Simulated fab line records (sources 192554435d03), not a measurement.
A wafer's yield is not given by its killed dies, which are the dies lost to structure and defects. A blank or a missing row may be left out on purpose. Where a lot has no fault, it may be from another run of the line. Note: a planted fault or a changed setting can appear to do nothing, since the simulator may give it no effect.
Matching of chambers | flow n5_finfet | 4 sister chambers for N5_BEOL_M1_CMP_52 on cmp-04
The step polishes, stops on SiOC, t overpolish 6.8 s, target thk 40 nm. 14 wafers are shown with their chamber, then 7 later ones without.

WAFERS, EACH WITH ITS CHAMBER
wafer  | chamber | motor_current_A (A) | time_to_endpoint_s (s) | barrier_field_endpoint_s (s)
L081.1 | 0       | 6.8                 | 63                     | 24.7
L081.4 | 2       | 5.0                 | 67                     | 25.7
L081.5 | 2       | 5.3                 | 66                     | 25.5
L083.1 | 2       | 5.4                 | 68                     | 25.7
L083.5 | 1       | 5.8                 | 65                     | 25.1
L083.6 | 0       | 6.6                 | 64                     | 25.1
L089.1 | 1       | 5.7                 | 61                     | 24.5
L089.5 | 3       | 6.2                 | 60                     | 24.7
L089.6 | 2       | 5.4                 | 66                     | 26.2
L091.3 | 2       | 5.1                 | 71                     | 24.8
L091.4 | 1       | 5.4                 | 69                     | 25.2
L091.6 | 3       | 5.9                 | 62                     | 24.8
L093.3 | 3       | 6.2                 | 58                     | 23.7
L093.4 | 2       | 4.9                 | 67                     | 25.2

SIGNATURES, as means of the wafers listed above
reading                  | chamber 0 | chamber 1 | chamber 2 | chamber 3 | scatter within a chamber
motor_current_A          | 6.700     | 5.633     | 5.183     | 6.100     | 0.199
time_to_endpoint_s       | 63.50     | 65.00     | 67.50     | 60.00     | 2.41
barrier_field_endpoint_s | 24.900    | 24.933    | 25.517    | 24.400    | 0.475
Rule: for each reading, subtract the chamber's mean from the wafer's reading, divide by that reading's scatter and square the result; add these up over the readings and take the root, which gives the wafer's distance from the chamber. The wafer belongs to the nearest chamber; if the next one is less than 2 further off, it can't be placed. The scatter: the root of (the sum of the squares of (reading less its chamber's mean) over the shown wafers, divided by (wafers less chambers)).

WAFERS MISSING THEIR CHAMBER
wafer  | motor_current_A (A) | time_to_endpoint_s (s) | barrier_field_endpoint_s (s)
L093.6 | 5.4                 | 67                     | 25.3
L095.2 | 5.2                 | 65                     | 24.5
L095.4 | 5.9                 | 60                     | 23.4
L095.6 | 5.4                 | 67                     | 26.0
L096.1 | 5.8                 | 62                     | 24.1
L096.5 | 5.6                 | 60                     | 24.4
L096.6 | 6.4                 | 60                     | 24.0

WHICH CHAMBER EACH ONE RAN IN
wafer  | from the rows above     | in truth
L093.6 | can't be placed: 2 or 1 | 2
L095.2 | can't be placed: 1 or 2 | 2
L095.4 | can't be placed: 3 or 1 | 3
L095.6 | can't be placed: 2 or 1 | 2
L096.1 | can't be placed: 3 or 1 | 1
L096.5 | can't be placed: 1 or 3 | 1
L096.6 | can't be placed: 3 or 0 | 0
Correct placement for 0 of the 7. Can't be placed from these rows: 7 (the true chamber is among the candidates in 7). Placed wrongly: 0.
